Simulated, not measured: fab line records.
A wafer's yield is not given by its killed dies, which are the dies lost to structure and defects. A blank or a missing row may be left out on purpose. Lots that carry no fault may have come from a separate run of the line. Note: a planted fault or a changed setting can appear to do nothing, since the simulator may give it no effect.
Which of the tools did it? | flow nandHarc | 12 lots, 36 wafers sampled, at 5 steps of a route of 1302

== WHAT EACH GAUGE READ, for each wafer ==
NHARC_THIN_TSV_CD_MEAS_12: target cd 1000 nm.
lot  | measured     | on       | cdNm (nm)
L233 | day 23 22:58 | cdSem-02 | 1000.0 998.9 999.7
L234 | day 24 10:11 | cdSem-02 | 997.9 998.6 1000.3
L238 | day 24 16:46 | cdSem-01 | 1000.4 1002.3 1000.4
L236 | day 24 17:58 | cdSem-01 | 1000.5 997.5 1000.3
L237 | day 25 02:47 | cdSem-02 | 1000.2 1001.9 999.6
L235 | day 25 04:07 | cdSem-01 | 999.0 999.1 998.1
L239 | day 25 18:14 | cdSem-01 | 1000.6 1000.6 1000.0
L241 | day 26 06:15 | cdSem-01 | 1002.6 1001.4 1001.4
L247 | day 29 16:59 | cdSem-03 | 1002.1 1000.8 998.3
L249 | day 30 10:55 | cdSem-03 | 998.0 999.2 998.0
L254 | day 33 19:11 | cdSem-03 | 1000.8 997.7 1000.5
L256 | day 34 08:27 | cdSem-01 | 999.8 1001.0 999.7

NHARC_THIN_TSV_CD_MEAS_37.
lot  | measured     | on       | cdNm (nm)
L233 | day 24 06:20 | cdSem-01 | 5001.9 5000.0 5000.6
L234 | day 24 17:23 | cdSem-02 | 4997.8 4998.9 4999.9
L238 | day 25 00:08 | cdSem-02 | 4999.5 5004.8 5002.0
L236 | day 25 01:47 | cdSem-02 | 5000.6 4996.1 5000.0
L237 | day 25 10:04 | cdSem-02 | 5001.7 5003.6 5000.2
L235 | day 25 11:22 | cdSem-01 | 4997.7 4996.6 4999.3
L239 | day 26 02:00 | cdSem-02 | 5000.3 5003.0 5000.6
L241 | day 26 13:35 | cdSem-02 | 5002.5 5001.4 5002.7
L247 | day 30 00:34 | cdSem-01 | 5003.7 4999.6 4999.3
L249 | day 30 18:07 | cdSem-01 | 4997.0 4998.0 4996.6
L254 | day 34 03:15 | cdSem-02 | 4999.8 4997.5 4999.7
L256 | day 34 15:38 | cdSem-01 | 5001.4 5001.6 5002.3

NHARC_END_SORT_01.
lot  | measured     | on        | killedAtArray | killedAtOther | killedAtPeriphery | killedDies | killedOpen | killedShort
L247 | day 30 08:07 | prober-02 | 165 73 58     | 1 1 0         | 3 4 4             | 169 78 62  | 3 4 2      | 3 1 3
L249 | day 31 01:42 | prober-01 | 66 70 172     | 1 0 0         | 8 10 2            | 75 80 174  | 0 2 4      | 2 4 2

== WHAT TOOL EACH LOT RAN ON (gives the tool, then ch and the chambers of the sampled wafers, and finally the start) ==
lot  | NHARC_A_CONTACT_ETCH_96           | NHARC_THIN_TSV_DEP_43
L233 | rieDiel-01 ch 1,2,3, day 21 21:38 | pecvd-02 ch 0,1,2, day 23 22:08
L234 | rieDiel-04 ch 0,2,3, day 22 10:35 | pecvd-03 ch 0,1, day 24 09:32
L238 | rieDiel-01 ch 0,2,3, day 22 15:17 | pecvd-04 ch 0,2, day 24 15:58
L236 | rieDiel-07 ch 1,3, day 22 15:29   | pecvd-02 ch 0,1, day 24 17:13
L237 | rieDiel-07 ch 0,1,3, day 22 22:23 | pecvd-03 ch 0,1,2, day 25 02:08
L235 | rieDiel-01 ch 0,2,3, day 22 23:07 | pecvd-03 ch 1,2, day 25 03:17
L239 | rieDiel-01 ch 0,1, day 23 15:51   | pecvd-04 ch 0,1,2, day 25 17:39
L241 | rieDiel-01 ch 1,2,3, day 24 05:19 | pecvd-03 ch 0,2, day 26 05:28
L247 | rieDiel-01 ch 0,1,3, day 27 15:43 | pecvd-04 ch 0,1,2, day 29 16:17
L249 | rieDiel-01 ch 0,2,3, day 28 11:19 | pecvd-03 ch 1,2, day 30 10:08
L254 | rieDiel-01 ch 0,2,3, day 31 11:47 | pecvd-03 ch 0,1, day 33 18:21
L256 | rieDiel-04 ch 0,2,3, day 31 21:11 | pecvd-02 ch 1,2, day 34 07:37
- NHARC_A_CONTACT_ETCH_96: etches the open film in C4F6/O2, target depth 20 nm, time 10 s.
- NHARC_THIN_TSV_DEP_43: deposits SiO2, target thk 1328.5 nm.

== AS READ BY THE TOOLS THEMSELVES (means over the sampled wafers that have a number; for cases with no such wafer, the mark the record gives instead) ==
NHARC_A_CONTACT_ETCH_96.
lot  | tool       | drypumpMotorCurrentA (A) | o2FlowSccm (sccm) | oesProductAu (a.u.) | rfVppV (V) | showerheadPlenumPTorr (Torr) | throttleValvePct (%)
L233 | rieDiel-01 | 5.5                      | 19.99             | 0.953               | 547.0      | 3.93                         | 26.901
L234 | rieDiel-04 | 5.5                      | 20.05             | 0.941               | 548.4      | 3.98                         | 26.912
L238 | rieDiel-01 | 6.0                      | 20.02             | 0.952               | 545.9      | 3.90                         | 26.901
L236 | rieDiel-07 | 6.0                      | 20.01             | 0.949               | 543.5      | 3.79                         | 26.904
L237 | rieDiel-07 | 6.1                      | 20.01             | 0.966               | 545.9      | 3.90                         | 26.898
L235 | rieDiel-01 | 6.0                      | 19.96             | 0.944               | 546.8      | 3.90                         | 26.899
L239 | rieDiel-01 | 6.1                      | 20.04             | 0.944               | 547.1      | 3.93                         | 26.909
L241 | rieDiel-01 | 5.6                      | 19.98             | 0.981               | 546.9      | 3.93                         | 26.902
L247 | rieDiel-01 | 5.8                      | 19.99             | 0.959               | 545.0      | 3.86                         | 26.899
L249 | rieDiel-01 | 5.9                      | 19.97             | 1.007               | 545.9      | 3.89                         | 26.910
L254 | rieDiel-01 | 6.0                      | 19.98             | 0.959               | 546.3      | 3.88                         | 26.891
L256 | rieDiel-04 | 5.5                      | 19.98             | 0.996               | 546.7      | 3.94                         | 26.902

NHARC_THIN_TSV_DEP_43.
lot  | tool     | throttleValvePct (%)
L233 | pecvd-02 | 16.3
L234 | pecvd-03 | 15.2
L238 | pecvd-04 | 15.7
L236 | pecvd-02 | 16.2
L237 | pecvd-03 | 15.8
L235 | pecvd-03 | 16.0
L239 | pecvd-04 | 16.0
L241 | pecvd-03 | 15.9
L247 | pecvd-04 | 15.7
L249 | pecvd-03 | 15.8
L254 | pecvd-03 | 15.6
L256 | pecvd-02 | 16.0

== THE ANSWER, worked out from the rows above alone ==
Rule: the lots themselves supply what counts as usual. The widest of any qualifying gaps counts: lots, ordered by their means at a reading, are off when they make up no more than a third of the lots, leave a main group of 4 or more, and stand apart from it by 3 or more times the standard deviation of that group's means. The tables above print the reading to a certain number of digits; a main group whose means all agree to those digits is not used. A lot without any number at a reading at which 4 lots or more have one is off too. All remaining lots with rows at the step are treated as sound. The gauges are gone through in route order, then the tools' own readings, and for those a lot's mean is taken as printed above. At the first step where some lot is off, the reading lying furthest off is the one used; lots without a number count as furthest.
No lot is off on any of the readings shown, so nothing can be concluded from this.

== WHAT THE SIMULATOR HAD INSERTED ==
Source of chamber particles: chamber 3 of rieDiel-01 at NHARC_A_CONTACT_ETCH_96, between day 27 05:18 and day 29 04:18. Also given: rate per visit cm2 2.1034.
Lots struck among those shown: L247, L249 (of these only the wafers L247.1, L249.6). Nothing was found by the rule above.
